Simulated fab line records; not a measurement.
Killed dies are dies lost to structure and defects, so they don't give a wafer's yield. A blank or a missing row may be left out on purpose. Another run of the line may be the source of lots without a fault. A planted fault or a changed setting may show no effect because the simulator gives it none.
fab line records	flow n5-finfet
record lots=8	wafers=24	last-day=18
route steps=1938 shown SD_EPI_P@306 SD_ACTIVATION@330 BEOL_M4@1111 PASSIVATION@1936
lots untouched by any fault: they come from a run of this same line in which no faults occurred
start-h: the number of hours between the record's first day and the start of the first shown wafer of the lot	wait-h: time in hours since the lot's previous step	" unchanged from the row above	L1.1+2: a single row standing in for several wafers	- no value, or no start given	* or withheld: withheld	< > ~ a bound
route shown NAME@n: names a module that has steps shown in the file, with the first one's number in the route	usual: the fault-free wafers' mean and standard deviation	same: alike in all rows	chamber/n: place in a boat	sites: the reading at each site	_std_site: the values' standard deviation	_edge_site: the outer-site mean with the inner-site mean subtracted	radius-mm: how far each site lies from the wafer's centre	mask NAME#n: copy n	behind: tool/chamber where the wafer was last shaped	hold: cause of the lot's hold/its duration in hours/its outcome	device: the n, p or np transistor that did not switch	end of line: the same wafers' tests at the end of the route	step lacking rows: just its recipe	killed: count of dies lost to structure and defects at first sort (not the wafer's yield)	map: a wafer's dies, x killed, . not, _ none there
set.NAME: setting as actually run; set.NAME@STEP: the setting as run at that earlier step	model.NAME: the simulator's own value behind a step, which no gauge read
one table for each step of the route and one row for each wafer, over a sample of lots
services: when a tool's chamber went out of use (start-h, in hours from the record's first day, below 0 if earlier), for how many hours, and the reason
## steps
# step N5_SD_EPI_P_DESCUM_14
# recipe chemistry=O2	time-s=7.9	source-power-w=50	bias-power-w=20	pressure-mtorr=20	rf-frequency-hz=2.712e+07	temp-c=40	resist=CAR-ArF-block	o2-flow-sccm=225
# usual chamber-pressure-mTorr=19.998/0.018	drypump-motor-current-A=5.6/0.41	oes-product-au=0.77/0.072	rf-fwd-power-W=49.38/0.23	rf-vpp-V=243.6/1.5	showerhead-plenum-p-Torr=2.12/0.088	throttle-valve-pct=20.48/0.21
# same time-s=7.9
lot.wafer	tool	chamber	start-h	wait-h	chamber-pressure-mTorr	drypump-motor-current-A	oes-product-au	rf-fwd-power-W	rf-hours-counter-h	rf-vpp-V	showerhead-plenum-p-Torr	throttle-valve-pct
L252.2	rie-diel-06	2	103.00	0.1	19.985	4.8	0.69	49.40	241	241.7	1.96	20.49
L252.3	"	0	"	"	19.983	5.6	0.76	49.05	165	245.0	2.18	20.60
L252.5	"	1	"	"	19.982	5.5	0.81	49.10	-	240.8	1.92	20.07
L254.1	rie-diel-04	2	118.60	0.0	19.986	5.9	0.88	49.53	36	243.9	2.15	20.35
L254.2	"	3	"	"	20.034	6.0	0.70	49.60	206	243.8	2.15	20.39
L254.4	"	0	"	"	19.959	5.3	0.77	48.99	148	244.8	2.19	20.53
L256.1	rie-diel-04	0	133.63	0.0	19.981	5.4	0.77	49.28	152	244.5	2.19	20.55
L256.4	"	1	"	"	20.022	5.4	0.71	49.66	205	245.5	2.15	20.78
L256.6	"	0	"	"	19.985	5.3	0.76	49.17	-	243.9	2.19	20.54
L258.2	rie-diel-01	1	140.33	0.0	20.007	6.4	0.75	49.51	156	243.4	2.10	20.65
L258.5	"	3	"	"	20.002	5.9	0.69	49.37	-	242.9	2.07	20.42
L258.6	"	0	"	"	19.994	6.2	0.71	48.89	-	240.9	1.99	20.76
L261.1	rie-diel-06	1	158.29	0.0	19.972	5.5	0.80	49.05	120	240.2	1.91	20.11
L261.3	"	0	"	"	19.991	5.6	0.75	49.12	185	244.3	2.17	20.63
L261.5	"	2	"	"	19.996	4.8	0.96	49.33	-	244.0	2.22	20.16
L265.1	rie-diel-06	3	182.74	0.0	20.016	6.2	0.71	49.60	233	243.2	2.08	20.72
L265.2	"	1	"	"	20.015	5.5	0.77	48.98	129	240.8	1.91	20.13
L265.4	"	0	"	"	19.986	5.6	0.73	49.41	193	245.4	2.16	20.63
L266.2	rie-diel-04	3	190.13	0.3	19.978	6.0	0.69	49.50	231	246.4	2.14	20.42
L266.3	"	2	"	"	20.014	5.9	0.84	49.57	61	243.2	2.14	20.39
L266.5	"	1	"	"	19.988	5.4	0.69	49.35	-	245.3	2.15	20.82
L267.1	rie-diel-06	0	200.29	0.3	19.995	5.6	0.74	49.50	198	245.7	2.16	20.63
L267.3	"	2	"	"	19.977	4.8	0.91	49.44	18	244.8	2.21	20.18
L267.5	"	0	"	"	19.995	5.6	0.74	49.55	-	244.3	2.16	20.63
# step N5_SD_EPI_P_ETCH_16
# recipe chemistry=CHF3/O2	target=SiO2	target-depth-a=50	mask-material=SOC	pressure-mtorr=30	source-w=650	bias-w=170	Ar_flow_sccm=200	CHF3_flow_sccm=50	O2_flow_sccm=5	ion-energy-ev=200
# usual chamber-pressure-mTorr=30.002/0.029	drypump-motor-current-A=5.6/0.41	oes-product-au=0.77/0.071	rf-fwd-power-W=643.3/2.9	rf-vpp-V=525/8.4	showerhead-plenum-p-Torr=2.44/0.094	throttle-valve-pct=18.94/0.19
lot.wafer	tool	chamber	start-h	wait-h	chamber-pressure-mTorr	drypump-motor-current-A	oes-product-au	rf-fwd-power-W	rf-hours-counter-h	rf-vpp-V	showerhead-plenum-p-Torr	throttle-valve-pct
L252.2	rie-diel-06	2	103.62	0.1	30.031	4.8	0.68	642.7	242	514	2.28	19.09
L252.3	"	0	"	"	30.013	5.6	0.75	642.3	165	520	2.49	19.04
L252.5	"	1	"	"	29.970	5.6	0.79	640.5	-	530	2.24	18.65
L254.1	rie-diel-04	2	119.22	0.1	30.007	5.9	0.86	647.1	36	512	2.44	18.64
L254.2	"	3	"	"	29.994	6.0	0.70	645.9	207	521	2.48	18.91
L254.4	"	0	"	"	30.009	5.3	0.78	639.8	149	537	2.51	18.97
L256.1	rie-diel-04	0	134.25	0.1	29.977	5.3	0.77	643.5	153	539	2.51	18.97
L256.4	"	1	"	"	29.975	5.4	0.72	647.6	206	533	2.47	19.25
L256.6	"	0	"	"	29.965	5.3	0.77	642.9	-	536	2.51	18.97
L258.2	rie-diel-01	1	140.94	0.1	29.979	6.4	0.76	644.8	156	528	2.39	18.97
L258.5	"	3	"	"	29.994	5.9	0.69	645.5	-	538	2.39	18.90
L258.6	"	0	"	"	29.981	6.2	0.71	638.3	-	523	2.30	19.24
L261.1	rie-diel-06	1	158.90	0.1	30.005	5.5	0.79	638.2	121	530	2.23	18.69
L261.3	"	0	"	"	29.997	5.6	0.73	642.7	185	520	2.48	19.06
L261.5	"	2	"	"	30.050	4.8	0.97	641.4	-	524	2.56	18.72
L265.1	rie-diel-06	3	183.36	0.1	29.998	6.2	0.72	646.4	233	521	2.37	19.04
L265.2	"	1	"	"	29.978	5.6	0.78	641.2	129	530	2.22	18.71
L265.4	"	0	"	"	30.065	5.6	0.73	647.5	194	520	2.48	19.08
L266.2	rie-diel-04	3	190.74	0.1	30.040	6.0	0.69	647.6	232	521	2.47	18.95
L266.3	"	2	"	"	30.045	5.8	0.84	643.2	61	509	2.43	18.71
L266.5	"	1	"	"	29.999	5.5	0.71	646.2	-	534	2.47	19.30
L267.1	rie-diel-06	0	200.90	0.1	29.991	5.6	0.72	644.0	199	518	2.48	19.08
L267.3	"	2	"	"	30.055	4.8	0.91	644.5	18	526	2.56	18.73
L267.5	"	0	"	"	30.001	5.6	0.72	644.7	-	519	2.48	19.08
# step N5_SD_EPI_P_EPI_MEAS_23
# recipe mode=xrd
# usual thk-nm=61.1/1.2
lot.wafer	tool	chamber	start-h	wait-h	thk-nm
L252.2	film-metro-01	-	108.51	2.6	61.0
L252.3	"	-	"	"	61.2
L252.5	"	-	"	"	61.0
L254.1	film-metro-02	-	122.98	2.4	62.9
L254.2	"	-	"	"	61.2
L254.4	"	-	"	"	59.6
L256.1	film-metro-01	-	137.17	1.8	63.6
L256.4	"	-	"	"	61.8
L256.6	"	-	"	"	61.3
L258.2	film-metro-02	-	143.89	1.5	62.1
L258.5	"	-	"	"	58.5
L258.6	"	-	"	"	60.4
L261.1	film-metro-02	-	161.83	1.8	59.7
L261.3	"	-	"	"	62.1
L261.5	"	-	"	"	62.4
L265.1	film-metro-02	-	187.13	2.4	61.5
L265.2	"	-	"	"	61.0
L265.4	"	-	"	"	60.9
L266.2	film-metro-02	-	194.51	2.0	59.4
L266.3	"	-	"	"	62.2
L266.5	"	-	"	"	61.2
L267.1	film-metro-02	-	205.80	3.2	60.3
L267.3	"	-	"	"	59.3
L267.5	"	-	"	"	61.3
# step N5_SD_ACTIVATION_RTA_00
# recipe temp-c=975	time-s=0	ambient=N2	idle-temp-c=600	ramp-up-c-per-s=150	ramp-down-c-per-s=60	cool-to-c=600
# usual lamp-power-pct=8.96/0.052	lamp_zone_1_pct=8.952/0.027	lamp_zone_2_pct=8.952/0.029	lamp_zone_3_pct=8.953/0.027	lamp_zone_4_pct=8.949/0.029	lamp_zone_5_pct=8.953/0.027	lamp_zone_6_pct=8.879/0.027	lamp_zone_7_pct=9.352/0.026	wafer_temp_C_max=975.2/1.9
# same time-s=0
lot.wafer	tool	chamber	start-h	wait-h	lamp-power-pct	lamp_zone_1_pct	lamp_zone_2_pct	lamp_zone_3_pct	lamp_zone_4_pct	lamp_zone_5_pct	lamp_zone_6_pct	lamp_zone_7_pct	wafer_temp_C_max
L252.2	rtp-anneal-02	0	108.81	0.1	8.91	8.955	8.912	8.961	8.978	8.962	8.829	9.306	973.2
L252.3	"	0	"	"	9.04	8.878	8.926	8.984	8.995	8.939	8.881	9.402	976.8
L252.5	"	0	"	"	8.87	8.991	8.946	8.940	8.936	8.961	8.879	9.322	975.0
L254.1	rtp-anneal-02	0	123.33	0.2	8.90	8.957	8.940	8.989	8.959	8.973	8.907	9.342	977.5
L254.2	"	0	"	"	8.86	8.982	8.980	8.963	8.991	8.932	8.937	9.378	977.5
L254.4	"	0	"	"	8.94	8.966	8.926	9.019	8.993	8.933	8.877	9.334	977.6
L256.1	rtp-anneal-02	0	137.39	0.0	10.35	10.325	10.336	10.349	10.365	10.293	10.238	10.842	973.0
L256.4	"	0	"	"	10.34	10.359	10.367	10.323	10.314	10.325	10.293	10.804	975.6
L256.6	"	0	"	"	10.44	10.314	10.386	10.309	10.334	10.318	10.264	10.820	970.9
L258.2	rtp-anneal-01	0	144.12	0.1	9.02	9.000	8.892	8.943	8.959	8.914	8.878	9.359	975.7
L258.5	"	0	"	"	8.93	8.933	8.923	8.950	8.973	8.930	8.863	9.339	979.2
L258.6	"	0	"	"	8.90	8.906	8.959	8.941	8.988	8.967	8.888	9.327	976.1
L261.1	rtp-anneal-02	0	162.21	0.2	10.32	10.406	10.367	10.361	10.353	10.312	10.265	10.788	977.2
L261.3	"	0	"	"	10.41	10.389	10.361	10.399	10.377	10.321	10.244	10.775	973.6
L261.5	"	0	"	"	10.45	10.355	10.369	10.351	10.379	10.383	10.257	10.768	977.4
L265.1	rtp-anneal-01	0	187.44	0.0	9.00	8.936	8.935	8.936	8.934	9.005	8.875	9.329	976.7
L265.2	"	0	"	"	8.92	8.967	8.947	8.933	8.986	8.974	8.890	9.285	970.5
L265.4	"	0	"	"	9.01	8.965	9.007	8.958	8.943	8.975	8.869	9.354	978.6
L266.2	rtp-anneal-01	0	194.94	0.3	8.95	8.960	9.006	8.937	8.977	8.951	8.824	9.371	973.0
L266.3	"	0	"	"	8.98	8.934	8.949	8.960	8.935	8.945	8.824	9.356	972.6
L266.5	"	0	"	"	8.91	8.930	8.953	8.958	8.949	8.960	8.888	9.350	973.0
L267.1	rtp-anneal-01	0	206.11	0.1	8.97	8.969	8.898	9.008	8.982	9.000	8.865	9.388	975.3
L267.3	"	0	"	"	8.92	8.943	8.930	8.941	8.957	8.934	8.854	9.341	975.3
L267.5	"	0	"	"	8.95	8.927	8.935	8.978	8.962	8.974	8.877	9.350	974.6
# step N5_BEOL_M4_RC_MEAS_101
# usual DIBL_P=36.2/2	IOFF_P=0.22/0.041	IOFF_P_85C=3.7/0.58	IOFF_P_LIN=0.102/0.016	IOFF_P_LONG=0.000107/1e-05	ION_P=465/8.5	REXT_P=100.7/1.8	SS_P=73.2/0.7	VT_P=-250/3.9	VT_P_LVT=-98/3.5
lot.wafer	tool	chamber	start-h	wait-h	DIBL_P[mV/V]	IOFF_P[nA/um]	IOFF_P_85C[nA/um]	IOFF_P_LIN[nA/um]	IOFF_P_LONG[nA/um]	ION_P[uA/um]	REXT_P[ohm.um]	SS_P[mV/dec]	VT_P[mV]	VT_P_LVT[mV]
L252.2	prober-01	0	231.62	0.2	37.0	0.21	3.6	0.096	0.00011	466	100.8	73.0	-249	-101
L252.3	"	0	"	"	37.8	0.23	3.9	0.105	0.000109	467	99.8	73.2	-249	-98
L252.5	"	0	"	"	37.7	0.23	4.0	0.104	0.000109	468	99.0	73.7	-249	-99
L254.1	prober-01	0	238.30	0.0	36.0	0.19	3.3	0.092	9.2e-05	450	99.0	72.7	-252	-99
L254.2	"	0	"	"	37.1	0.21	3.7	0.102	9.6e-05	465	98.7	73.3	-253	-98
L254.4	"	0	"	"	37.7	0.24	4.0	0.109	9.6e-05	473	99.0	73.7	-250	-96
L256.1	prober-02	0	243.81	0.0	57.0	2.25	26.0	0.783	0.00016	566	79.1	77.3	-206	-53
L256.4	"	0	"	"	57.9	2.37	27.2	0.796	0.000156	557	81.1	78.0	-206	-54
L256.6	"	0	"	"	54.6	1.92	22.9	0.672	0.000161	550	79.0	76.9	-206	-56
L258.2	prober-01	0	257.36	0.2	37.5	0.28	4.5	0.124	0.000121	476	98.6	74.2	-247	-93
L258.5	"	0	"	"	35.1	0.22	3.7	0.104	0.000123	470	100.1	73.6	-251	-96
L258.6	"	0	"	"	34.6	0.23	3.8	0.108	0.000122	469	99.1	73.6	-245	-94
L261.1	prober-01	0	269.86	0.0	68.5	5.93	60.0	1.012	0.000144	566	80.6	87.4	-204	-51
L261.3	"	0	"	"	60.1	2.66	30.5	0.814	0.000138	565	79.7	78.5	-207	-53
L261.5	"	0	"	"	61.0	2.72	31.1	0.844	0.000143	560	81.0	78.4	-206	-53
L265.1	prober-01	0	303.26	0.0	34.7	0.22	3.7	0.104	0.000109	459	99.8	73.0	-251	-97
L265.2	"	0	"	"	33.7	0.20	3.5	0.098	0.000108	466	100.0	72.9	-251	-98
L265.4	"	0	"	"	33.1	0.19	3.4	0.095	0.000111	458	99.8	71.8	-250	-99
L266.2	prober-02	0	308.80	0.2	35.2	0.21	3.5	0.099	0.000113	470	103.0	72.6	-248	-95
L266.3	"	0	"	"	37.1	0.24	4.0	0.111	0.000108	473	102.1	74.2	-248	-92
L266.5	"	0	"	"	36.8	0.24	3.9	0.109	0.000115	470	102.6	73.5	-248	-94
L267.1	prober-02	0	321.11	0.0	35.5	0.15	2.8	0.077	8.8e-05	456	99.7	73.4	-258	-104
L267.3	"	0	"	"	35.8	0.15	2.8	0.076	9.3e-05	464	98.6	72.5	-259	-105
L267.5	"	0	"	"	36.1	0.15	2.8	0.076	9.2e-05	452	100.3	73.0	-256	-105
# step N5_PASSIVATION_PROBE_49
# usual defect-limited-yield=91.3/1.3	killed_at_M0_to_M3=35/9.3	killed_at_M4_up=14/5.2	killed-at-contacts=12/5.9	killed-at-front-end=38/11	killed-at-other=4/3.7	killed-dies=103/15	killed-open=67/12	killed-short=34/8	sort_bin_4_leakage=0/0	sort_bin_5_function=5.1/0.88	sort_bin_6_memory=3.3/0.65	sort_bin_8_speed=0.00/0.03	sort-n-pass=1077/15	sort-yield-pct=91.3/1.3
# same gross-dies=1180	killed-at-back-side=0
lot.wafer	tool	chamber	start-h	wait-h	defect-limited-yield[%]	killed_at_M0_to_M3	killed_at_M4_up	killed-at-contacts	killed-at-front-end	killed-at-other	killed-dies	killed-open	killed-short	sort_bin_4_leakage[%]	sort_bin_5_function[%]	sort_bin_6_memory[%]	sort_bin_8_speed[%]	sort-n-pass	sort-yield-pct[%]
L252.2	prober-02	-	341.97	0.1	89.9	39	21	15	44	0	119	92	27	0	6.8	2.9	0	1061	89.9
L252.3	prober-02	-	342.02	0.1	89.7	47	21	7	30	16	121	79	40	0	5.5	4.6	0	1059	89.7
L252.5	prober-02	-	342.12	0.2	92.0	39	16	6	27	6	94	56	35	0	4.8	3.0	0	1086	92.0
L254.1	prober-02	-	348.10	0.0	90.3	36	12	14	42	11	115	80	32	0	5.0	4.2	0	1065	90.3
L254.2	prober-02	-	348.15	0.1	90.3	39	10	10	51	4	114	65	49	0	5.5	3.9	0	1066	90.3
L254.4	prober-02	-	348.25	0.2	88.8	24	18	27	42	21	132	81	49	0	6.4	4.2	0	1048	88.8
L256.1	prober-01	-	355.96	0.0	94.7	26	5	13	17	1	62	36	25	94.75	3.0	1.9	0	0	0
L256.4	prober-01	-	356.11	0.2	92.4	37	13	1	32	7	90	51	39	92.37	4.4	2.9	0	0	0
L256.6	prober-01	-	356.21	0.3	90.7	43	14	15	35	3	110	65	42	90.68	5.4	3.5	0	0	0
L258.2	prober-02	-	380.65	0.1	91.4	30	15	20	31	5	101	66	34	0	4.8	3.2	0.08	1079	91.4
L258.5	prober-02	-	380.80	0.2	88.1	52	20	11	56	2	141	93	46	0	6.7	4.7	0	1039	88.1
L258.6	prober-02	-	380.85	0.3	90.6	42	9	10	44	6	111	65	44	0	6.4	2.8	0	1069	90.6
L261.1	prober-01	-	384.54	0.0	91.9	49	6	8	30	2	95	46	47	91.95	4.3	3.6	0	0	0
L261.3	prober-01	-	384.64	0.1	91.4	19	19	15	42	7	102	57	41	91.36	4.8	3.3	0	0	0
L261.5	prober-01	-	384.74	0.2	91.6	24	7	19	44	5	99	58	41	91.61	5.5	2.2	0	0	0
L266.2	prober-01	-	407.63	0.1	93.4	20	6	15	36	1	78	45	32	0	4.0	2.3	0	1102	93.4
L266.3	prober-01	-	407.68	0.1	91.7	33	17	15	29	4	98	63	34	0	4.9	3.1	0	1082	91.7
L266.5	prober-01	-	407.78	0.2	91.9	30	15	8	36	6	95	60	32	0	4.8	2.8	0	1085	91.9
L265.1	prober-02	-	414.47	0.0	91.8	37	10	16	34	0	97	70	26	0	3.6	4.3	0	1083	91.8
L265.2	prober-02	-	414.52	0.1	93.3	35	5	11	27	1	79	60	18	0	3.5	3.1	0	1101	93.3
L265.4	prober-02	-	414.62	0.2	92.0	18	7	17	52	0	94	65	27	0	4.6	3.2	0	1086	92.0
L267.1	prober-02	-	430.75	0.0	91.7	29	20	5	43	1	98	70	27	0	4.6	3.4	0	1082	91.7
L267.3	prober-02	-	430.85	0.1	89.1	46	26	15	41	1	129	96	33	0	7.3	3.5	0	1051	89.1
L267.5	prober-02	-	430.95	0.2	91.0	54	19	5	28	0	106	69	37	0	5.1	3.5	0	1074	91.0
# killed by level:class
L252.2 MOL_CONTACT_COAG:geometric-particle:open=14 FIN_SAQP:geometric-particle:open=13 BEOL_M4:geometric-particle:open=11 STI_FIN_REVEAL:geometric-particle:open=9 BEOL_M3:geometric-particle:open=8 BEOL_M0_SAQP:geometric-particle:open=8 FIN_SAQP:geometric-particle:short=7 BEOL_M0_SAQP:geometric-particle:short=6
L252.3 BEOL_M0_SAQP:geometric-particle:short=11 BEOL_M0_SAQP:geometric-particle:open=11 BEOL_M2:geometric-particle:open=11 BEOL_M4:geometric-particle:open=9 STI_FIN_REVEAL:geometric-particle:open=8 FIN_SAQP:geometric-particle:open=7 MOL_CONTACT_COAG:geometric-particle:open=7 BEOL_M0:geometric-particle:open=6
L252.5 BEOL_M0_SAQP:geometric-particle:short=9 BEOL_M0_SAQP:geometric-particle:open=8 BEOL_M3:geometric-particle:open=7 MOL_CONTACT_COAG:geometric-particle:open=5 BEOL_M3:geometric-particle:short=5 BEOL_M4:geometric-particle:open=5 BEOL_M5:geometric-particle:open=5 FIN_SAQP:geometric-particle:open=4
L254.1 FIN_SAQP:geometric-particle:open=13 MOL_CONTACT_COAG:geometric-particle:open=13 BEOL_M1:geometric-particle:open=10 BEOL_M0_SAQP:geometric-particle:open=8 BEOL_M0_SAQP:geometric-particle:short=7 GATE_CUT:geometric-particle:open=6 BEOL_M4:geometric-particle:open=6 BEOL_M3:geometric-particle:open=5
L254.2 FIN_SAQP:geometric-particle:short=20 BEOL_M0_SAQP:geometric-particle:short=14 BEOL_M2:geometric-particle:open=9 FIN_SAQP:geometric-particle:open=8 BEOL_M0_SAQP:geometric-particle:open=8 MOL_CONTACT_COAG:geometric-particle:open=7 STI_FIN_REVEAL:geometric-particle:open=6 GATE_CUT:geometric-particle:open=5
L254.4 MOL_CONTACT_COAG:geometric-particle:open=19 FIN_SAQP:geometric-particle:open=9 MIM_TOP_ETCH:geometric-particle:short=9 GATE_CUT:geometric-particle:short=8 MOL_CONTACT_COAG:geometric-particle:short=8 GATE_CUT:geometric-particle:open=7 FIN_SAQP:geometric-particle:short=6 BEOL_M0:geometric-particle:open=6
L256.1 BEOL_M0_SAQP:geometric-particle:open=10 BEOL_M0_SAQP:geometric-particle:short=8 MOL_CONTACT_COAG:geometric-particle:open=7 MOL_CONTACT_COAG:geometric-particle:short=6 FIN_SAQP:geometric-particle:open=4 FIN_SAQP:geometric-particle:short=4 BEOL_M1:geometric-particle:open=4 DUMMY_GATE:geometric-particle:open=3
L256.4 BEOL_M0_SAQP:geometric-particle:short=14 BEOL_M0_SAQP:geometric-particle:open=11 GATE_CUT:geometric-particle:short=7 BEOL_M4:geometric-particle:open=6 BEOL_M3:geometric-particle:open=5 DUMMY_GATE:geometric-particle:short=4 BEOL_M2:geometric-particle:open=4 FIN_SAQP:geometric-particle:open=3
L256.6 BEOL_M0_SAQP:geometric-particle:short=18 MOL_CONTACT_COAG:geometric-particle:open=12 BEOL_M0_SAQP:geometric-particle:open=10 FIN_SAQP:geometric-particle:short=6 BEOL_M4:geometric-particle:open=6 FIN_SAQP:geometric-particle:open=5 STI_FIN_REVEAL:geometric-particle:open=4 DUMMY_GATE:geometric-particle:open=4
L258.2 MOL_CONTACT_COAG:geometric-particle:open=13 FIN_SAQP:geometric-particle:open=9 MOL_CONTACT_COAG:geometric-particle:short=7 BEOL_M0_SAQP:geometric-particle:open=7 BEOL_M4:geometric-particle:open=7 FIN_SAQP:geometric-particle:short=6 BEOL_M2:geometric-particle:open=6 BEOL_M0_SAQP:geometric-particle:short=4
L258.5 FIN_SAQP:geometric-particle:open=21 BEOL_M1:geometric-particle:open=16 BEOL_M0_SAQP:geometric-particle:open=11 MOL_CONTACT_COAG:geometric-particle:open=10 FIN_SAQP:geometric-particle:short=9 BEOL_M4:geometric-particle:open=9 STI_FIN_REVEAL:geometric-particle:open=9 BEOL_M0_SAQP:geometric-particle:short=8
L258.6 BEOL_M0_SAQP:geometric-particle:short=13 STI_FIN_REVEAL:geometric-particle:open=11 BEOL_M0_SAQP:geometric-particle:open=10 FIN_SAQP:geometric-particle:open=9 BEOL_M1:geometric-particle:open=8 FIN_SAQP:geometric-particle:short=7 MOL_CONTACT_COAG:geometric-particle:open=7 BEOL_M3:geometric-particle:open=5
L261.1 FIN_SAQP:geometric-particle:short=16 BEOL_M0_SAQP:geometric-particle:open=13 BEOL_M0_SAQP:geometric-particle:short=11 BEOL_M1:geometric-particle:short=7 MOL_CONTACT_COAG:geometric-particle:open=6 BEOL_M1:geometric-particle:open=6 BEOL_M2:geometric-particle:open=5 FIN_SAQP:geometric-particle:open=4
L261.3 MOL_CONTACT_COAG:geometric-particle:open=14 FIN_SAQP:geometric-particle:short=10 BEOL_M0_SAQP:geometric-particle:open=7 BEOL_M4:geometric-particle:open=6 GATE_CUT:geometric-particle:short=6 BEOL_M0_SAQP:geometric-particle:short=4 BEOL_M4:geometric-particle:short=4 STARTING-WAFER:geometric-particle:short=4
L261.5 MOL_CONTACT_COAG:geometric-particle:open=17 FIN_SAQP:geometric-particle:open=15 FIN_SAQP:geometric-particle:short=9 BEOL_M1:geometric-particle:open=7 BEOL_M0_SAQP:geometric-particle:short=6 GATE_CUT:geometric-particle:open=6 BEOL_M0_SAQP:geometric-particle:open=6 GATE_CUT:geometric-particle:short=5
L266.2 MOL_CONTACT_COAG:geometric-particle:open=11 FIN_SAQP:geometric-particle:short=8 FIN_SAQP:geometric-particle:open=7 BEOL_M1:geometric-particle:short=5 ILD0:geometric-particle:open=4 MOL_CONTACT_COAG:geometric-particle:short=4 BEOL_M3:geometric-particle:open=4 BEOL_M2:geometric-particle:open=4
L266.3 MOL_CONTACT_COAG:geometric-particle:open=12 BEOL_M0_SAQP:geometric-particle:short=9 DUMMY_GATE:geometric-particle:open=8 BEOL_M4:geometric-particle:open=8 BEOL_M3:geometric-particle:open=7 FIN_SAQP:geometric-particle:open=6 BEOL_M0_SAQP:geometric-particle:open=5 BEOL_M2:geometric-particle:open=5
L266.5 BEOL_M4:geometric-particle:open=11 FIN_SAQP:geometric-particle:short=7 BEOL_M0_SAQP:geometric-particle:open=7 BEOL_M1:geometric-particle:open=7 FIN_SAQP:geometric-particle:open=6 STI_FIN_REVEAL:geometric-particle:open=6 STARTING-WAFER:geometric-particle:short=6 MOL_CONTACT_COAG:geometric-particle:open=5
L265.1 MOL_CONTACT_COAG:geometric-particle:open=13 BEOL_M0_SAQP:geometric-particle:short=12 BEOL_M0_SAQP:geometric-particle:open=11 STI_FIN_REVEAL:geometric-particle:open=6 DUMMY_GATE:geometric-particle:open=6 BEOL_M3:geometric-particle:open=6 FIN_SAQP:geometric-particle:open=5 GATE_CUT:geometric-particle:open=5
L265.2 BEOL_M2:geometric-particle:open=9 MOL_CONTACT_COAG:geometric-particle:open=9 BEOL_M0_SAQP:geometric-particle:open=9 STI_FIN_REVEAL:geometric-particle:open=6 BEOL_M0_SAQP:geometric-particle:short=6 BEOL_M3:geometric-particle:open=6 FIN_SAQP:geometric-particle:short=3 FIN_SAQP:geometric-particle:open=3
L265.4 MOL_CONTACT_COAG:geometric-particle:open=14 FIN_SAQP:geometric-particle:open=12 STI_FIN_REVEAL:geometric-particle:open=10 BEOL_M1:geometric-particle:open=6 GATE_CUT:geometric-particle:open=5 DUMMY_GATE:geometric-particle:open=4 ILD0:geometric-particle:open=4 GATE_CUT:geometric-particle:short=4
L267.1 BEOL_M3:geometric-particle:open=12 FIN_SAQP:geometric-particle:open=11 BEOL_M4:geometric-particle:open=10 FIN_SAQP:geometric-particle:short=7 STI_FIN_REVEAL:geometric-particle:open=7 BEOL_M2:geometric-particle:open=6 BEOL_M0_SAQP:geometric-particle:open=4 BEOL_M3:geometric-particle:short=4
L267.3 BEOL_M4:geometric-particle:open=17 MOL_CONTACT_COAG:geometric-particle:open=13 BEOL_M2:geometric-particle:open=12 BEOL_M0_SAQP:geometric-particle:open=11 FIN_SAQP:geometric-particle:open=8 BEOL_M3:geometric-particle:open=8 STI_FIN_REVEAL:geometric-particle:open=6 BEOL_M0_SAQP:geometric-particle:short=6
L267.5 BEOL_M0_SAQP:geometric-particle:short=13 BEOL_M2:geometric-particle:open=13 BEOL_M1:geometric-particle:open=8 STI_FIN_REVEAL:geometric-particle:open=7 BEOL_M0_SAQP:geometric-particle:open=7 GATE_CUT:geometric-particle:open=6 BEOL_M4:geometric-particle:open=6 MOL_CONTACT_COAG:geometric-particle:open=5
## services
tool	chamber	start-h	hours	kind
rie-diel-01	0	107.52	8.7	repair
rie-diel-06	2	130.38	-	clean
rie-diel-06	2	130.38	-	consumable-replace:focus-ring
rie-diel-06	2	130.38	-	consumable-replace:showerhead
rie-diel-06	2	130.38	17.2	scheduled-down
rie-diel-06	2	130.38	17.2	vent-cycle
rie-diel-01	-	142.97	28.1	pm
rie-diel-06	-	151.78	0.2	repair
rtp-anneal-02	-	172.88	68.0	pm
## key
first-sign step=N5_SD_ACTIVATION_RTA_00	reading=lamp_zone_7_pct	direction=up	sigmas=55	usual=*	struck=*
effect step=N5_SD_ACTIVATION_RTA_00	reading=lamp_zone_3_pct	direction=up	sigmas=52	usual=*	struck=*
effect step=N5_BEOL_M4_RC_MEAS_101	reading=IOFF_P	direction=up	sigmas=67	usual=0.22	struck=2.97
effect step=N5_BEOL_M4_RC_MEAS_101	reading=IOFF_P_85C	direction=up	sigmas=50	usual=3.7	struck=32.9
effect step=N5_BEOL_M4_RC_MEAS_101	reading=IOFF_P_LIN	direction=up	sigmas=46	usual=0.102	struck=0.820
effect step=N5_BEOL_M4_RC_MEAS_101	reading=VT_P_LVT	direction=up	sigmas=13	usual=-98	struck=-53
effect step=N5_BEOL_M4_RC_MEAS_101	reading=DIBL_P	direction=up	sigmas=12	usual=36.2	struck=59.9
effect step=N5_BEOL_M4_RC_MEAS_101	reading=REXT_P	direction=down	sigmas=12	usual=100.7	struck=80.1
effect step=N5_BEOL_M4_RC_MEAS_101	reading=VT_P	direction=up	sigmas=11	usual=-250	struck=-206
effect step=N5_BEOL_M4_RC_MEAS_101	reading=ION_P	direction=up	sigmas=11	usual=465	struck=561
effect step=N5_BEOL_M4_RC_MEAS_101	reading=SS_P	direction=up	sigmas=8.8	usual=73.2	struck=79.4
effect step=N5_BEOL_M4_RC_MEAS_101	reading=IOFF_P_LONG	direction=up	sigmas=4.2	usual=0.000107	struck=0.00015
effect step=N5_PASSIVATION_PROBE_49	reading=sort_bin_4_leakage	direction=up	sigmas=99+	usual=0	struck=92.12
met-at N5_SD_ACTIVATION_RTA_00
struck-lots L256,L261
not-acting-at N5_SD_EPI_P_DESCUM_14,N5_SD_EPI_P_ETCH_16,N5_SD_EPI_P_EPI_MEAS_23
onset-between 123.33 137.39
fault kind=process-parameter-drift	tool=rtp-anneal-02	chamber=-	onset-h=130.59	steps=N5_SD_ACTIVATION_RTA_00	channel=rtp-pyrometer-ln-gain	offset=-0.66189	shape=step	end-h=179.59
